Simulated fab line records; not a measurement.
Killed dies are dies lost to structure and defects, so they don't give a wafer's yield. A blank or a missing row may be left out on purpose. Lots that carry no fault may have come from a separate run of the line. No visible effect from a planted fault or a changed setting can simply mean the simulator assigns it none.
What tool caused it? -- flow nand_harc -- 12 lots with 36 wafers sampled at 4 steps, on a route of 1159 steps

== WHAT THE GAUGES SHOWED, per wafer ==
NHARC_P_CONTACT_OVL_MEAS_13.
lot,measured,on,overlay_x_nm (nm)
L075,day 5 21:07,overlay-02,-0.7 -1.4 -1.1
L077,day 6 08:14,overlay-02,-0.5 -1.3 -1.0
L079,day 6 16:01,overlay-02,0.8 1.0 1.1
L081,day 7 07:58,overlay-01,0.5 -0.6 -0.1
L082,day 7 19:14,overlay-02,0.8 1.0 0.8
L086,day 8 19:14,overlay-02,-0.9 -0.1 -0.3
L085,day 8 22:47,overlay-01,0.9 0.8 0.6
L090,day 9 17:53,overlay-01,1.6 0.7 0.9
L091,day 9 22:55,overlay-02,-0.8 -1.1 -0.7
L093,day 10 05:31,overlay-02,-0.1 0.4 0.2
L095,day 10 18:48,overlay-02,1.2 1.3 1.0
L097,day 11 03:26,overlay-02,1.4 1.2 0.9

== WHAT TOOL EACH LOT RAN ON (gives the tool, then ch and the chambers of the sampled wafers, and finally the start) ==
lot,NHARC_P_GATE_DESCUM_61,NHARC_P_GATE_DESCUM_93,NHARC_P_GATE_RTA_64
L075,"rie_diel-12 ch 2,3, day 5 14:49","rie_diel-02 ch 2,3, day 5 16:24","rtp_anneal-02 ch 0, day 5 18:16"
L077,"rie_diel-12 ch 0,1,2, day 6 02:01","rie_diel-12 ch 0,2,3, day 6 03:35","rtp_anneal-02 ch 0, day 6 05:16"
L079,"rie_diel-12 ch 1,2,3, day 6 09:40","rie_diel-12 ch 0,1,2, day 6 11:15","rtp_anneal-02 ch 0, day 6 13:02"
L081,"rie_diel-03 ch 0,1,3, day 7 01:44","rie_diel-12 ch 0,2,3, day 7 03:20","rtp_anneal-01 ch 0, day 7 05:01"
L082,"rie_diel-03 ch 0,1,3, day 7 12:35","rie_diel-12 ch 1,3, day 7 14:26","rtp_anneal-01 ch 0, day 7 16:07"
L086,"rie_diel-02 ch 0,1,3, day 8 12:55","rie_diel-02 ch 0,2,3, day 8 14:38","rtp_anneal-02 ch 0, day 8 16:16"
L085,"rie_diel-02 ch 0,2,3, day 8 14:58","rie_diel-12 ch 0,3, day 8 17:56","rtp_anneal-02 ch 0, day 8 19:52"
L090,"rie_diel-02 ch 0,2, day 9 11:28","rie_diel-03 ch 0,2,3, day 9 13:11","rtp_anneal-01 ch 0, day 9 14:50"
L091,"rie_diel-03 ch 0,2,3, day 9 16:28","rie_diel-03 ch 0,1, day 9 18:08","rtp_anneal-01 ch 0, day 9 19:49"
L093,"rie_diel-12 ch 0,2,3, day 9 22:44","rie_diel-02 ch 0,1,3, day 10 00:23","rtp_anneal-02 ch 0, day 10 02:02"
L095,"rie_diel-12 ch 0,1, day 10 12:25","rie_diel-12 ch 1,2, day 10 14:16","rtp_anneal-02 ch 0, day 10 15:55"
L097,"rie_diel-12 ch 0,2, day 10 21:09","rie_diel-12 ch 0,2,3, day 10 22:52","rtp_anneal-02 ch 0, day 11 00:32"
- NHARC_P_GATE_DESCUM_61: chemistry O2, time 3 s.
- NHARC_P_GATE_DESCUM_93: chemistry O2, time 3 s.
- NHARC_P_GATE_RTA_64: time 1 s.

== THE ANSWER, worked out from the rows above alone ==
Rule: usual is defined by the lots themselves. The widest of any qualifying gaps counts: lots, ordered by their means at a reading, are off when they make up no more than a third of the lots, leave a main group of 4 or more, and stand apart from it by 3 or more times the standard deviation of that group's means. A main group is skipped when, at the precision printed for the reading in the tables above, its means are all equal. A lot without any number at a reading at which 4 lots or more have one is off too. The other lots that the step has rows for count as sound.
None of the lots is off at any reading shown; this tells nothing.

== WHAT THE SIMULATOR HAD INSERTED ==
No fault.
